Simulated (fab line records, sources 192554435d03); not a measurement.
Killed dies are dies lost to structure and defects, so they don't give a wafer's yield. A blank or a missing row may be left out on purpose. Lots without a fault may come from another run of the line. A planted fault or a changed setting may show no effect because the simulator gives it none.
fab line records | flow n5_finfet
record lots=6 wafers=18 last_day=18
route steps=1938 shown STI_FIN_REVEAL@192 DUMMY_GATE@212 BEOL_M4@1111 PASSIVATION@1936
lots that met no fault: from a run of the same line without faults
start_h: hours from the record's first day to the start of the lot's first wafer shown | wait_h: hours since the lot's step before | " the same as in the row above | L1.1+2: a row that stands for several wafers | - no value, or no start given | * or withheld: withheld | < > ~ a bound
route shown NAME@n: a module of which the file shows steps, and the number in the route of the first | usual: mean/standard deviation of fault-free wafers | same: alike in all rows | chamber/n: place in a boat | sites: the reading at each site | _std_site: their standard deviation | _edge_site: outer sites' mean less inner sites' | radius_mm: how far each site lies from the wafer's centre | mask NAME#n: copy n | behind: the tool/chamber that last shaped the wafer | hold: why the lot was held/for how many hours/how that ended | device: the transistor (n, p or np) that didn't switch | end of line: the same wafers' tests at the end of the route | a step without rows: its recipe alone | killed: dies lost to structure and defects at the first sort, not the wafer's yield | map: a wafer's dies, x killed, . not, _ none there
set.NAME: the setting as run; set.NAME@STEP: as run at that earlier step | model.NAME: the simulator's own value behind a step, which no gauge read
lots at some steps of the route; a table a step, a row a wafer
services: from which hour (start_h, from the record's first day; less than 0 if before it) a tool's chamber was out of use, for how many hours, and why
## steps
# step N5_STI_FIN_REVEAL_PRECLEAN_25
# recipe chemistry=SPM time_s=90 temp_c=120 mix=4:1
# step N5_STI_FIN_REVEAL_PRECLEAN_26
# recipe chemistry=SC1 time_s=45 temp_c=46 mix=1:2:100
# step N5_STI_FIN_REVEAL_PRECLEAN_29
# recipe chemistry=DHF time_s=30 temp_c=25 dilution=300:1
# step N5_STI_FIN_REVEAL_SRD_12
# recipe time_s=30 temp_c=23 rinse_liquid=diw dry=ipa_marangoni
# step N5_STI_FIN_REVEAL_RECESS_09
# recipe chemistry=HF/NH3 target=SiO2 afs_cycles=11 target_depth_a=425 temp_c=30 sublimation_temp_c=180 sublimation_time_s=60
# usual drypump_motor_current_A=5.72/0.23
# same afs_cycles=11
# columns lot.wafer tool chamber start_h wait_h drypump_motor_current_A
L919.2 vapor_etch-01 1 47.40 0.0 5.79
L919.3 " 0 " " 5.36
L919.6 " 1 " " 5.83
L922.1 vapor_etch-01 1 65.29 0.0 5.79
L922.3 " 1 " " 5.79
L922.6 " 0 " " 5.40
L928.3 vapor_etch-01 1 103.82 0.6 5.78
L928.5 " 1 " " 5.80
L928.6 " 0 " " 5.40
L930.2 vapor_etch-02 0 116.17 0.0 5.82
L930.5 " 0 117.23 1.1 5.83
L930.6 " 1 " " 6.03
L936.2 vapor_etch-01 1 148.40 0.0 5.80
L936.3 " 0 " " 5.38
L936.6 " 1 " " 5.82
L939.2 vapor_etch-01 0 183.57 1.8 5.38
L939.3 " 0 " " 5.40
L939.6 " 1 " " 5.82
# step N5_STI_FIN_REVEAL_STRIP_16
# recipe chemistry=H3PO4 material=SiNx temp_c=165 target_depth_a=238 overetch_fraction=0.4964 dry=ipa_marangoni
# step N5_STI_FIN_REVEAL_PRECLEAN_17
# recipe chemistry=NF3:NH3 afs_cycles=1 temp_c=30 time_s=20 sublimation_temp_c=180 sublimation_time_s=60 pressure_torr=3 rf_power_w=30
# step N5_STI_FIN_REVEAL_ETCH_34
# recipe chemistry=H2 mode=isotropic material=Si target=Si target_depth_a=9.7 temp_c=20 pressure_mtorr=4.5 icp_w=300 bias_w=0 h2_flow_sccm=7.5 he_flow_sccm=142.5
# usual drypump_motor_current_A=5.9/0.45 oes_product_au=1.003/0.02 throttle_valve_pct=25.9/0.47
# columns lot.wafer tool chamber start_h wait_h drypump_motor_current_A oes_product_au rf_hours_counter_h throttle_valve_pct
L919.2 rie_si-02 0 49.49 0.1 5.9 1.012 71 26.0
L919.3 " 3 " " 5.1 1.046 163 25.5
L919.6 " 0 " " 5.9 1.009 - 26.0
L922.1 rie_si-02 2 67.38 0.2 5.6 0.975 6 25.6
L922.3 " 0 " " 5.9 1.008 71 26.0
L922.6 " 1 " " 5.0 0.988 - 25.4
L928.3 rie_si-03 0 105.38 0.1 6.3 1.004 118 26.5
L928.5 " 2 " " 5.8 1.029 - 25.5
L928.6 " 1 " " 6.4 0.959 - 25.4
L930.2 rie_si-06 2 118.45 0.3 6.1 1.003 67 26.6
L930.5 " 2 " " 6.2 0.992 - 26.6
L930.6 " 3 " " 6.2 0.997 - 25.2
L936.2 rie_si-02 2 150.68 0.3 5.5 0.976 8 25.6
L936.3 " 0 " " 5.9 1.002 73 26.0
L936.6 " 0 " " 5.9 1.009 - 26.0
L939.2 rie_si-06 1 185.90 0.1 6.4 1.002 35 26.3
L939.3 " 3 " " 6.2 0.975 75 25.2
L939.6 " 1 " " 6.4 1.009 - 26.3
# step N5_STI_FIN_REVEAL_OXIDATION_31
# recipe chemistry=O2_PLASMA_REMOTE temp_c=150 time_s=20 pressure_mtorr=1000 source_power_w=2000 o2_flow_sccm=3000
# usual drypump_motor_current_A=5.7/0.61 heater_power_w=139/11
# columns lot.wafer tool chamber start_h wait_h drypump_motor_current_A heater_power_w rf_hours_counter_h
L919.2 plasma_asher-02 0 49.55 0.0 4.8 128 83
L919.3 " 1 " " 6.1 151 -
L919.6 " 0 " " 4.8 130 -
L922.1 plasma_asher-01 1 67.44 0.0 6.4 143 33
L922.3 " 1 " " 6.4 148 -
L922.6 " 1 " " 6.4 143 -
L928.3 plasma_asher-02 1 105.46 0.1 6.0 145 -
L928.5 " 1 " " 6.0 150 -
L928.6 " 0 " " 4.8 129 -
L930.2 plasma_asher-02 1 118.51 0.0 6.0 157 97
L930.5 " 0 " " 4.8 129 -
L930.6 " 1 " " 6.0 146 -
L936.2 plasma_asher-02 1 150.74 0.0 6.0 149 103
L936.3 " 0 " " 4.8 129 -
L936.6 " 0 " " 4.8 128 -
L939.2 plasma_asher-01 1 185.97 0.0 6.4 146 57
L939.3 " 0 " " 5.9 126 -
L939.6 " 1 " " 6.4 149 -
# step N5_STI_FIN_REVEAL_PRECLEAN_32
# recipe chemistry=NF3:NH3 afs_cycles=1 temp_c=30 time_s=20 sublimation_temp_c=180 sublimation_time_s=60 pressure_torr=3 rf_power_w=30
# step N5_STI_FIN_REVEAL_STRIP_35
# recipe chemistry=H3PO4 material=Si3N4 temp_c=165 target_depth_a=40 time_s=39
# step N5_STI_FIN_REVEAL_SRD_21
# recipe dry=ipa_marangoni time_s=30 temp_c=23 rinse_liquid=diw
# step N5_STI_FIN_REVEAL_OXIDATION_33
# recipe chemistry=O2_PLASMA_REMOTE temp_c=150 time_s=20 pressure_mtorr=1000 source_power_w=2000 o2_flow_sccm=3000
# usual drypump_motor_current_A=5.9/0.56 heater_power_w=138/11
# columns lot.wafer tool chamber start_h wait_h drypump_motor_current_A heater_power_w rf_hours_counter_h
L919.2 plasma_asher-01 1 49.90 0.0 6.4 145 30
L919.3 " 0 " " 5.9 134 -
L919.6 " 1 " " 6.4 146 -
L922.1 plasma_asher-02 1 67.79 0.0 6.0 148 88
L922.3 " 1 " " 6.0 155 -
L922.6 " 0 " " 4.8 127 -
L928.3 plasma_asher-02 1 105.99 0.0 6.0 150 -
L928.5 " 1 " " 6.0 151 -
L928.6 " 0 " " 4.8 128 -
L930.2 plasma_asher-02 0 118.91 0.1 4.8 128 97
L930.5 " 0 " " 4.8 129 -
L930.6 " 1 " " 6.0 156 -
L936.2 plasma_asher-01 0 151.09 0.0 5.9 126 50
L936.3 " 0 " " 5.9 130 -
L936.6 " 0 " " 5.9 126 -
L939.2 plasma_asher-01 1 186.46 0.1 6.4 145 57
L939.3 " 1 " " 6.4 149 -
L939.6 " 0 " " 5.9 127 -
# step N5_STI_FIN_REVEAL_CLEAN_19
# recipe chemistry=O3/DIW temp_c=25 time_s=120 o3_ppm=10
# step N5_STI_FIN_REVEAL_SRD_23
# recipe dry=ipa_marangoni time_s=30 temp_c=23 rinse_liquid=diw
# step N5_STI_FIN_REVEAL_CD_MEAS_22
# recipe target_cd_nm=6.238 pitch_nm=28 polarity=line
# usual cd_nm=6.27/0.28
# columns lot.wafer tool chamber start_h wait_h cd_nm
L919.2 cd_sem-02 - 50.07 0.0 6.40
L919.3 " - " " 6.08
L919.6 " - " " 6.08
L922.1 cd_sem-02 - 67.95 0.0 5.70
L922.3 " - " " 6.06
L922.6 " - " " 6.08
L928.3 cd_sem-01 - 106.14 0.0 6.54
L928.5 " - " " 6.06
L928.6 " - " " 6.48
L930.2 cd_sem-03 - 119.08 0.0 6.20
L930.5 " - " " 6.63
L930.6 " - " " 6.45
L936.2 cd_sem-02 - 151.25 0.0 5.78
L936.3 " - " " 6.20
L936.6 " - " " 7.09
L939.2 cd_sem-03 - 186.68 0.0 6.20
L939.3 " - " " 5.97
L939.6 " - " " 6.96
# step N5_STI_FIN_REVEAL_FIN_H_MEAS_10
# usual trench_depth_nm=52.4/0.67
# columns lot.wafer tool chamber start_h wait_h trench_depth_nm
L919.2 ocd-01 - 50.10 0.0 52.7
L919.3 " - " " 53.2
L919.6 " - " " 51.9
L922.1 ocd-01 - 67.99 0.0 52.3
L922.3 " - " " 52.7
L922.6 " - " " 51.8
L928.3 ocd-01 - 106.17 0.0 54.0
L928.5 " - " " 53.2
L928.6 " - " " 52.6
L930.2 ocd-02 - 119.11 0.0 51.9
L930.5 " - " " 51.6
L930.6 " - " " 52.3
L936.2 ocd-02 - 151.28 0.0 51.6
L936.3 " - " " 51.4
L936.6 " - " " 51.4
L939.2 ocd-02 - 186.71 0.0 51.7
L939.3 " - " " 52.0
L939.6 " - " " 52.0
# step N5_STI_FIN_REVEAL_PRECLEAN_18
# recipe chemistry=SC2 time_s=45 temp_c=35 mix=1:1:50
# step N5_STI_FIN_REVEAL_SRD_28
# recipe dry=ipa_marangoni time_s=30 temp_c=23 rinse_liquid=diw
# step N5_STI_FIN_REVEAL_INSPECT_13
# recipe inspect_instrument=darkfield mode=post_clean
# usual raw_defect_count=12/5.3
# columns lot.wafer tool chamber start_h wait_h raw_defect_count
L919.2 defect_inspect-02 - 50.18 0.0 13
L919.3 " - " " 14
L919.6 " - " " 15
L922.1 defect_inspect-02 - 68.08 0.0 19
L922.3 " - " " 17
L922.6 " - " " 12
L928.3 defect_inspect-02 - 106.26 0.0 14
L928.5 " - " " 11
L928.6 " - " " 598
L930.2 defect_inspect-01 - 119.19 0.0 624
L930.5 " - " " 649
L930.6 " - " " 9
L936.2 defect_inspect-01 - 151.37 0.0 11
L936.3 " - " " 10
L936.6 " - " " 18
L939.2 defect_inspect-01 - 186.85 0.0 7
L939.3 " - " " 11
L939.6 " - " " 8
# step N5_DUMMY_GATE_PRECLEAN_00
# recipe chemistry=O3/DIW time_s=60 temp_c=22 o3_ppm=10
# step N5_BEOL_M4_RC_MEAS_101
# usual DIBL_N=36.2/1.5 DIBL_P=36.4/2.1 IOFF_N=0.16/0.031 IOFF_P=0.21/0.037 ION_N=679/11 ION_P=465/7.7 SS_N=71.4/0.55 SS_P=73.2/0.63 VT_N=249/3.3 VT_P=-250/3.4
# columns lot.wafer tool chamber start_h wait_h DIBL_N[mV/V] DIBL_P[mV/V] IOFF_N[nA/um] IOFF_P[nA/um] ION_N[uA/um] ION_P[uA/um] SS_N[mV/dec] SS_P[mV/dec] VT_N[mV] VT_P[mV]
L919.2 prober-01 0 176.36 0.2 37.2 36.6 0.16 0.20 687 468 71.8 72.5 248 -252
L919.3 " 0 " " 35.0 34.0 0.13 0.16 681 463 71.6 72.4 251 -254
L919.6 " 0 " " 34.0 32.4 0.11 0.15 660 455 70.4 72.6 252 -256
L922.1 prober-02 0 194.56 0.0 34.2 34.9 0.12 0.17 674 462 70.7 73.0 255 -255
L922.3 " 0 " " 35.1 35.4 0.13 0.17 680 460 70.9 73.2 254 -251
L922.6 " 0 " " 35.2 35.8 0.14 0.17 678 461 71.1 72.9 254 -255
L928.3 prober-02 0 236.32 0.3 36.8 40.0 0.19 0.25 700 479 71.0 73.4 243 -248
L928.5 " 0 " " 34.4 36.4 0.14 0.19 676 462 70.5 72.4 252 -252
L928.6 " 0 " " 35.8 38.3 0.17 0.22 688 469 70.6 73.2 249 -249
L930.2 prober-01 0 253.63 0.2 37.3 36.5 0.17 0.23 677 458 71.5 72.9 248 -249
L930.5 " 0 " " 38.0 36.3 0.21 0.23 686 456 71.6 73.9 248 -248
L930.6 " 0 " " 38.7 38.2 0.23 0.25 705 473 72.4 73.7 241 -250
L936.2 prober-02 0 282.87 0.2 34.2 34.5 0.13 0.19 665 462 70.3 73.3 250 -248
L936.3 " 0 " " 36.0 35.8 0.16 0.21 680 463 71.3 73.3 248 -248
L936.6 " 0 " " 35.7 36.9 0.16 0.24 673 464 71.1 73.3 249 -249
L939.2 prober-01 0 315.60 0.2 36.2 36.6 0.15 0.21 666 462 71.0 73.0 251 -248
L939.3 " 0 " " 34.8 35.7 0.13 0.19 672 464 71.1 72.4 250 -248
L939.6 " 0 " " 37.4 39.2 0.19 0.25 690 466 71.5 73.7 246 -248
# step N5_PASSIVATION_PROBE_49
# usual defect_limited_yield=91.3/1.3 killed_at_M0_to_M3=36/12 killed_at_M4_up=13/4.6 killed_at_contacts=13/5.4 killed_at_front_end=37/10 killed_at_other=3.6/2.9 killed_dies=102/15 killed_open=67/12 killed_short=33/7.5 sort_bin_4_leakage=0.00/0.023 sort_bin_5_function=5.1/0.93 sort_bin_6_memory=3.2/0.62 sort_bin_8_speed=0.00/0.01 sort_n_pass=1078/15 sort_yield_pct=91.3/1.3
# same gross_dies=1180 killed_at_back_side=0
# columns lot.wafer tool chamber start_h wait_h defect_limited_yield[%] killed_at_M0_to_M3 killed_at_M4_up killed_at_contacts killed_at_front_end killed_at_other killed_dies killed_open killed_short sort_bin_4_leakage[%] sort_bin_5_function[%] sort_bin_6_memory[%] sort_bin_8_speed[%] sort_n_pass sort_yield_pct[%]
L919.2 prober-02 - 278.13 0.1 91.9 26 14 19 29 7 95 61 34 0 3.8 4.1 0 1085 91.9
L919.3 prober-02 - 278.18 0.1 90.8 30 23 12 43 1 109 71 35 0 5.3 3.6 0 1071 90.8
L919.6 prober-02 - 278.33 0.3 91.1 23 9 15 56 2 105 64 39 0 5.6 2.9 0.08 1075 91.1
L922.1 prober-01 - 302.86 0.0 89.9 33 11 15 47 13 119 82 37 0 6.4 3.3 0 1061 89.9
L922.3 prober-01 - 302.96 0.1 91.2 22 10 8 60 4 104 73 30 0 5.2 3.3 0 1076 91.2
L922.6 prober-01 - 303.11 0.3 90.8 27 14 9 54 5 109 80 28 0 5.3 3.7 0 1071 90.8
L928.3 prober-01 - 345.78 0.1 92.7 45 13 5 23 0 86 54 31 0 4.7 2.2 0 1094 92.7
L928.5 prober-01 - 345.88 0.2 91.7 49 17 15 13 4 98 60 38 0 4.8 3.1 0 1082 91.7
L928.6 prober-01 - 345.93 0.3 79.7 45 11 10 167 7 240 54 47 0 12.0 5.5 0 940 79.7
L930.2 prober-02 - 360.50 0.1 80.5 42 12 7 163 6 230 77 29 0 12.1 4.6 0 950 80.5
L930.5 prober-02 - 360.65 0.2 80.0 38 9 11 173 5 236 67 37 0 12.6 4.3 0 944 80.0
L930.6 prober-02 - 360.70 0.3 89.7 38 25 4 48 6 121 80 41 0.08 5.5 4.3 0 1058 89.7
L936.2 prober-02 - 395.11 0.1 91.9 46 9 13 22 5 95 60 35 0 4.6 3.1 0 1085 91.9
L936.3 prober-02 - 395.16 0.1 93.2 26 7 9 33 5 80 46 30 0 3.5 2.9 0 1100 93.2
L936.6 prober-02 - 395.31 0.3 92.3 36 11 11 25 8 91 59 32 0 4.5 2.6 0 1089 92.3
L939.2 prober-01 - 424.15 0.1 90.4 60 8 12 30 3 113 77 34 0 6.0 3.6 0 1067 90.4
L939.3 prober-01 - 424.20 0.1 85.8 94 19 14 40 1 168 109 57 0 7.8 6.1 0 1012 85.8
L939.6 prober-01 - 424.35 0.3 90.1 37 17 6 53 4 117 75 42 0 6.4 2.9 0 1063 90.1
# killed by level:class
L919.2 MOL_CONTACT_COAG:geometric_particle:open=14 STI_FIN_REVEAL:geometric_particle:open=8 BEOL_M2:geometric_particle:open=7 BEOL_M0_SAQP:geometric_particle:short=6 BEOL_M4:geometric_particle:open=6 FIN_SAQP:geometric_particle:open=5 MOL_CONTACT_COAG:geometric_particle:short=5 BEOL_M6:geometric_particle:open=4
L919.3 BEOL_M2:geometric_particle:open=13 STI_FIN_REVEAL:geometric_particle:open=10 GATE_CUT:geometric_particle:short=9 MOL_CONTACT_COAG:geometric_particle:open=9 BEOL_M4:geometric_particle:open=8 BEOL_M3:geometric_particle:open=5 FIN_SAQP:geometric_particle:open=4 BEOL_M0_SAQP:geometric_particle:short=4
L919.6 STI_FIN_REVEAL:geometric_particle:open=18 MOL_CONTACT_COAG:geometric_particle:open=12 BEOL_M0_SAQP:geometric_particle:short=9 STI_FIN_REVEAL:geometric_particle:short=8 FIN_SAQP:geometric_particle:open=7 BEOL_M2:geometric_particle:open=7 GATE_CUT:geometric_particle:short=6 BEOL_M4:geometric_particle:open=5
L922.1 MOL_CONTACT_COAG:geometric_particle:open=12 STI_FIN_REVEAL:geometric_particle:open=11 FIN_SAQP:geometric_particle:open=9 BEOL_M1:geometric_particle:open=8 BEOL_M3:geometric_particle:open=7 GATE_CUT:geometric_particle:short=6 BEOL_M0:geometric_particle:open=6 FIN_SAQP:geometric_particle:short=5
L922.3 STI_FIN_REVEAL:geometric_particle:open=20 BEOL_M1:geometric_particle:open=8 STI_FIN_REVEAL:geometric_particle:short=6 MOL_CONTACT_COAG:geometric_particle:open=6 FIN_SAQP:geometric_particle:open=5 FIN_SAQP:geometric_particle:short=5 BEOL_M4:geometric_particle:open=4 SPACER0:geometric_particle:open=4
L922.6 STI_FIN_REVEAL:geometric_particle:open=25 BEOL_M3:geometric_particle:open=9 BEOL_M4:geometric_particle:open=9 MOL_CONTACT_COAG:geometric_particle:open=7 FIN_SAQP:geometric_particle:open=6 FIN_SAQP:geometric_particle:short=5 STI_FIN_REVEAL:geometric_particle:short=5 BEOL_M0_SAQP:geometric_particle:open=4
L928.3 BEOL_M0_SAQP:geometric_particle:open=16 BEOL_M0_SAQP:geometric_particle:short=9 BEOL_M4:geometric_particle:open=9 BEOL_M2:geometric_particle:short=7 BEOL_M2:geometric_particle:open=5 MOL_CONTACT_COAG:geometric_particle:open=4 BEOL_M1:geometric_particle:open=4 STI_FIN_REVEAL:geometric_particle:open=3
L928.5 BEOL_M0_SAQP:geometric_particle:open=12 MOL_CONTACT_COAG:geometric_particle:open=10 BEOL_M2:geometric_particle:short=10 BEOL_M4:geometric_particle:open=8 BEOL_M0_SAQP:geometric_particle:short=7 BEOL_M2:geometric_particle:open=7 MOL_CONTACT_COAG:geometric_particle:short=5 BEOL_M1:geometric_particle:open=5
L928.6 STI_FIN_REVEAL:unspecified=136 BEOL_M0_SAQP:geometric_particle:short=14 BEOL_M2:geometric_particle:short=11 BEOL_M0_SAQP:geometric_particle:open=9 GATE_CUT:geometric_particle:open=7 FIN_SAQP:geometric_particle:short=6 MOL_CONTACT_COAG:geometric_particle:short=5 MOL_CONTACT_COAG:geometric_particle:open=5
L930.2 STI_FIN_REVEAL:unspecified=123 BEOL_M3:geometric_particle:open=15 FIN_SAQP:geometric_particle:open=13 BEOL_M0_SAQP:geometric_particle:open=9 FIN_SAQP:geometric_particle:short=8 STI_FIN_REVEAL:geometric_particle:open=8 MOL_CONTACT_COAG:geometric_particle:open=6 BEOL_M2:geometric_particle:open=5
L930.5 STI_FIN_REVEAL:unspecified=131 STI_FIN_REVEAL:geometric_particle:open=19 BEOL_M0_SAQP:geometric_particle:open=11 BEOL_M0_SAQP:geometric_particle:short=9 FIN_SAQP:geometric_particle:open=8 MOL_CONTACT_COAG:geometric_particle:open=8 BEOL_M3:geometric_particle:open=8 FIN_SAQP:geometric_particle:short=7
L930.6 BEOL_M3:geometric_particle:open=13 FIN_SAQP:geometric_particle:open=12 BEOL_M4:geometric_particle:open=10 BEOL_M0_SAQP:geometric_particle:short=9 FIN_SAQP:geometric_particle:short=8 DUMMY_GATE:geometric_particle:open=6 BEOL_M1:geometric_particle:open=6 STI_FIN_REVEAL:geometric_particle:open=5
L936.2 BEOL_M0_SAQP:geometric_particle:open=14 BEOL_M0_SAQP:geometric_particle:short=10 MOL_CONTACT_COAG:geometric_particle:open=9 BEOL_M4:geometric_particle:open=7 BEOL_M1:geometric_particle:open=7 GATE_CUT:geometric_particle:short=6 BEOL_M2:geometric_particle:open=5 BEOL_M3:geometric_particle:open=5
L936.3 BEOL_M0_SAQP:geometric_particle:open=9 MOL_CONTACT_COAG:geometric_particle:open=8 BEOL_M0_SAQP:geometric_particle:short=8 GATE_CUT:geometric_particle:short=7 FIN_SAQP:geometric_particle:open=6 BEOL_M2:geometric_particle:open=4 STARTING-WAFER:geometric_particle:open=4 GATE_CUT:geometric_particle:open=3
L936.6 BEOL_M0_SAQP:geometric_particle:short=11 BEOL_M1:geometric_particle:open=11 MOL_CONTACT_COAG:geometric_particle:open=8 BEOL_M4:geometric_particle:open=6 STI_FIN_REVEAL:geometric_particle:open=5 BEOL_M0_SAQP:geometric_particle:open=5 ILD0:geometric_particle:open=4 GATE_CUT:geometric_particle:short=4
L939.2 BEOL_M3:geometric_particle:open=18 BEOL_M2:geometric_particle:open=11 BEOL_M1:geometric_particle:open=8 BEOL_M3:geometric_particle:short=8 FIN_SAQP:geometric_particle:open=7 MOL_CONTACT_COAG:geometric_particle:open=7 GATE_CUT:geometric_particle:short=6 MOL_CONTACT_COAG:geometric_particle:short=5
L939.3 BEOL_M3:geometric_particle:open=24 BEOL_M0_SAQP:geometric_particle:open=16 BEOL_M2:geometric_particle:open=15 BEOL_M0_SAQP:geometric_particle:short=14 FIN_SAQP:geometric_particle:open=13 MOL_CONTACT_COAG:geometric_particle:open=11 FIN_SAQP:geometric_particle:short=9 BEOL_M1:geometric_particle:open=9
L939.6 BEOL_M3:geometric_particle:open=14 GATE_CUT:geometric_particle:short=12 FIN_SAQP:geometric_particle:open=10 BEOL_M2:geometric_particle:open=7 STARTING-WAFER:geometric_particle:open=6 FIN_SAQP:geometric_particle:short=5 STI_FIN_REVEAL:geometric_particle:open=5 GATE_CUT:geometric_particle:open=5
# map L928.6 (x killed, . not)
_________________.........x..________________
______________.x..x..x.........._____________
___________..............x.x.......__________
__________.......x.............x...._________
________.......x.....x.....x.......x.._______
_______...............................x______
______..xx........x..x................xx_____
_____........x......x...........xx.......____
____..x..x..............x.x.....x.........___
___x...x.......................x...x.x.....__
___x................x....x.................__
__............................x..x...x.xx..._
__.......x..............x........x.........._
_.x..........................x.x........x....
_..x.............xx...........x....x.........
_.....................x.x..x.........xx......
_...x........................................
_....................x...................x...
_......x...x....x.........x.....xx..x........
_xx.........x...x.x......................x...
_......x..x..xxx.xxx.............xx.......x..
__..x....x.xxxxxxxxx.x....x................._
__.....x..xxxxxxxxxx..xxx..................._
___.......xxxxxxxxxxxxx.......x...x.......x__
___...x.xxxxxxxxxxxxx.xx.......x...........__
____....xxxxxxxxxxxxxxx.x...........x.....___
_____..xxxxxxxxxxxxxxxx........x........x____
______..x.xxxxxxxxxx.xxx........x.x....._____
_______.xxxxxxxxxxxxxx.................______
________..xxxxxxxxxx.xx......x....x..._______
__________.xxxx.xxxx.x.............._________
___________...x.x..................__________
______________...........x......_____________
_________________x..x......xx________________
# map L930.5 (x killed, . not)
_________________......x.....________________
______________.x................_____________
___________x......................x__________
__________.........................._________
________..............x..........x...._______
_______x.x...x.........................______
______.........................x........_____
_____....xx.......x....x...............x.____
____.....x......................x.....x...___
___........................................__
___....x....x................x.............__
__............x......x............x.x......._
__...............x........x....x.x.........._
_.......x....x..x............................
_.....x...x....................x.......xx....
_.x.........x........xx..xx..xx..............
_......................x...xx.......x........
_.x........xx..x.....xx.......xx....x........
_.x......x.xx..............x..x..............
_..............xx.x..x.xx.....x........xx....
_......x...xxxxx.x.....x....xx........xxx....
__x...xx..xxxxxxxxxxx.xx..x................._
__.......x.xxxxxxxx.x...............x......._
___.......xxxxxxxxxxxx..x.......x..........__
___.x....xxxxxxxxxxxxx.....................__
____.....xxxxxxxxxxxxxxx.x...............x___
_____....xxxxxxxxxxxxx.x.x...x..........x____
______..x.xxxxxxxxxxxx......x......x...._____
_______xxxxxxxxxxxxx.....x.....x......x______
________.xxxxx.xxxxxx.x....x.........._______
__________....xxxx.xx..........xx..._________
___________x...x..x.x..............__________
______________..x..xxx.........._____________
_________________............________________
## services
# columns tool chamber start_h hours kind
rie_si-03 1 41.93 6.7 repair
rie_si-06 3 73.28 0.9 repair
rie_si-06 1 89.43 4.3 repair
rie_si-06 0 99.50 5.6 repair
rie_si-03 1 111.28 10.1 repair
rie_si-03 1 125.33 2.9 repair
rie_si-06 - 149.08 2.7 pm
vapor_etch-01 - 159.24 15.6 pm
rie_si-06 2 161.23 2.2 repair
## key
first_sign step=N5_STI_FIN_REVEAL_INSPECT_13 reading=raw_defect_count direction=up sigmas=99+ usual=12 struck=624
effect step=N5_PASSIVATION_PROBE_49 reading=killed_at_front_end direction=up sigmas=13 usual=37 struck=168
more_kills_born_at N5_STI_FIN_REVEAL_OXIDATION_33@plasma_asher-02=390
met_at N5_STI_FIN_REVEAL_OXIDATION_33
struck_wafers L928.6,L930.2,L930.5
onset_between 67.79 105.99
fault kind=chamber_particle_source tool=plasma_asher-02 chamber=0 onset_h=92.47 steps=N5_STI_FIN_REVEAL_OXIDATION_33 rate_per_visit_cm2=0.98027 end_h=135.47
